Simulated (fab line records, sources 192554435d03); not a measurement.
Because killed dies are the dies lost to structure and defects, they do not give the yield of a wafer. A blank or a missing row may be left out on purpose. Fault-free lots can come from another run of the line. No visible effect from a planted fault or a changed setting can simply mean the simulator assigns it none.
Chamber matching	flow n5_finfet	N5_BEOL_M10_STRIP_67 on rie_diel-05 has 4 sister chambers
The step strips in CF4. 18 wafers are shown with their chamber, then 9 later ones without.

## EACH WAFER AND ITS CHAMBER
wafer	chamber	drypump_motor_current_A (A)	showerhead_plenum_p_Torr (Torr)	throttle_valve_pct (%)
L074.1	3	4.7	1.75	13.67
L074.3	1	5.8	1.76	13.81
L074.6	1	5.9	1.76	13.80
L081.3	0	5.2	1.72	13.47
L081.4	3	4.7	1.75	13.71
L081.5	2	6.0	1.79	13.80
L082.2	2	6.0	1.79	13.83
L082.4	3	4.7	1.75	13.71
L082.5	2	6.0	1.79	13.82
L077.2	2	6.0	1.79	13.83
L077.5	3	4.7	1.75	13.71
L077.6	2	6.0	1.79	13.80
L083.1	1	5.8	1.75	13.86
L083.2	3	4.7	1.75	13.71
L083.4	0	5.1	1.71	13.51
L087.2	1	5.9	1.75	13.88
L087.4	0	5.1	1.71	13.52
L087.6	1	5.8	1.75	13.90

SIGNATURES, as means of the wafers listed above
reading	chamber 0	chamber 1	chamber 2	chamber 3	scatter within a chamber
drypump_motor_current_A	5.133	5.840	6.000	4.700	0.0365
showerhead_plenum_p_Torr	1.7133	1.7540	1.7900	1.7500	0.00365
throttle_valve_pct	13.5000	13.8500	13.8160	13.7020	0.0283
Rule: a wafer's distance from a chamber is the root of the sum, over the readings, of the square of ((its reading less the chamber's mean) divided by the reading's scatter). If the next closest chamber is less than 2 further off than the closest, the wafer can't be placed; otherwise it belongs to the closest. The scatter is the square root of a quotient: the sum, over the shown wafers, of each reading's squared deviation from its chamber's mean, divided by wafers minus chambers.

## WAFERS WITHOUT THEIR CHAMBER
wafer	drypump_motor_current_A (A)	showerhead_plenum_p_Torr (Torr)	throttle_valve_pct (%)
L092.1	6.0	1.79	13.89
L092.4	5.8	1.74	13.89
L092.5	4.7	1.74	13.75
L093.3	4.7	1.74	13.75
L093.4	6.0	1.78	13.88
L093.5	6.0	1.79	13.88
L096.1	5.8	1.74	13.90
L096.4	4.7	1.74	13.77
L096.5	5.2	1.71	13.54

## WHICH CHAMBER EACH ONE RAN IN
wafer	from the rows above	in truth
L092.1	2	2
L092.4	1	1
L092.5	3	3
L093.3	3	3
L093.4	2	2
L093.5	2	2
L096.1	1	1
L096.4	3	3
L096.5	0	0
Placed correctly: 9 of 9. Number that these rows cannot place: 0. Placed wrongly: 0.
